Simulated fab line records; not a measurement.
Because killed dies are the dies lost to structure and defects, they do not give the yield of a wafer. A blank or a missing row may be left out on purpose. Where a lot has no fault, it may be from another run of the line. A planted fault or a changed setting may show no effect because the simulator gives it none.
Chamber matching + flow n5-finfet + N5_BEOL_M8_DESCUM_16 on rie-diel-01 has 4 sister chambers
The step chemistry O2, time 7.9 s. 4 wafers are shown with their chamber, then 9 later ones without.

## WAFERS WITH THEIR CHAMBER
| wafer  | chamber | drypump-motor-current-A (A) |
|--------|---------|-----------------------------|
| L077.2 | 2       | 5.3                         |
| L087.3 | 0       | 6.7                         |
| L087.4 | 1       | 6.4                         |
| L087.6 | 3       | 5.4                         |

## WAFERS WITH NO CHAMBER GIVEN
| wafer  | drypump-motor-current-A (A) |
|--------|-----------------------------|
| L090.3 | 6.4                         |
| L090.4 | 6.7                         |
| L090.6 | 5.5                         |
| L096.2 | 5.3                         |
| L096.3 | 5.5                         |
| L096.4 | 6.4                         |
| L094.1 | 6.4                         |
| L094.4 | 5.5                         |
| L094.6 | 5.5                         |

## EACH ONE'S CHAMBER
| wafer  | from the rows above     | in truth |
|--------|-------------------------|----------|
| L090.3 | 1                       | 1        |
| L090.4 | 0                       | 0        |
| L090.6 | can't be placed: 3 or 2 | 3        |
| L096.2 | can't be placed: 2 or 3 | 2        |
| L096.3 | can't be placed: 3 or 2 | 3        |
| L096.4 | 1                       | 1        |
| L094.1 | 1                       | 1        |
| L094.4 | can't be placed: 3 or 2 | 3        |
| L094.6 | can't be placed: 3 or 2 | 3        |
Placed correctly: 4 of 9. From these rows, 5 cannot be placed; in 5 the true chamber is one of the candidates. Number placed wrongly: 0.
How it was worked out, from the rows above alone: a wafer's distance from a chamber is the root of the sum, over the readings, of the square of ((its reading less the chamber's mean) divided by the reading's scatter). The wafer belongs to the nearest chamber; if the next one is less than 2 further off, it can't be placed. Each chamber's mean is taken over the wafers shown for it. The scatter: with one shown wafer a chamber, the root of the mean of the squares of how far each hidden wafer lies from its nearest shown one.
